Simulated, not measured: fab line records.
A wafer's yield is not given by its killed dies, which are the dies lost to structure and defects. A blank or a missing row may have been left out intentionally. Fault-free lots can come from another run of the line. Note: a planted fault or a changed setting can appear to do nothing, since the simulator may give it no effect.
Chamber matching ; flow nand_harc ; NHARC_A_BONDPAD_DEP_00 on pecvd-04: 3 sister chambers
The step deposits SiCN, target thk 250 nm. 16 wafers are shown with their chamber, then 8 later ones without.

WAFERS PAIRED WITH THEIR CHAMBERS
wafer;chamber;heater_power_w (W)
L076.2;2;461
L076.5;1;561
L076.6;0;433
L079.2;1;536
L079.3;0;508
L079.5;0;494
L081.1;0;506
L081.3;1;530
L081.5;0;519
L084.4;2;473
L084.5;1;490
L084.6;0;488
L089.1;2;443
L089.2;1;577
L089.4;0;505
L089.3;0;494

SIGNATURES (averages over the wafers above)
reading;chamber 0;chamber 1;chamber 2;scatter within a chamber
heater_power_w;493.38;538.80;459.00;27.3
Rule: a wafer's distance from a chamber is the root of the sum, over the readings, of the square of ((its reading less the chamber's mean) divided by the reading's scatter). The wafer belongs to the nearest chamber; if the next one is less than 2 further off, it can't be placed. The scatter: take each reading less its chamber's mean, square it, sum over the shown wafers, divide by the number of wafers less the number of chambers, and take the root.

WAFERS WITHOUT THEIR CHAMBER
wafer;heater_power_w (W)
L089.5;459
L089.6;463
L095.1;477
L095.2;512
L095.4;525
L094.2;591
L094.4;575
L094.5;539

WHICH CHAMBER EACH WENT THROUGH
wafer;from the rows above;in truth
L089.5;can't be placed: 2 or 0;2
L089.6;can't be placed: 2 or 0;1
L095.1;can't be placed: 0 or 2 or 1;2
L095.2;can't be placed: 0 or 1 or 2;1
L095.4;can't be placed: 1 or 0 or 2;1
L094.2;can't be placed: 1 or 0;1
L094.4;can't be placed: 1 or 0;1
L094.5;can't be placed: 1 or 0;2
Correctly placed: 0 of 8. Cannot be placed on the basis of these rows: 8; the candidates contain the true chamber in 6. Wrongly placed: 0.
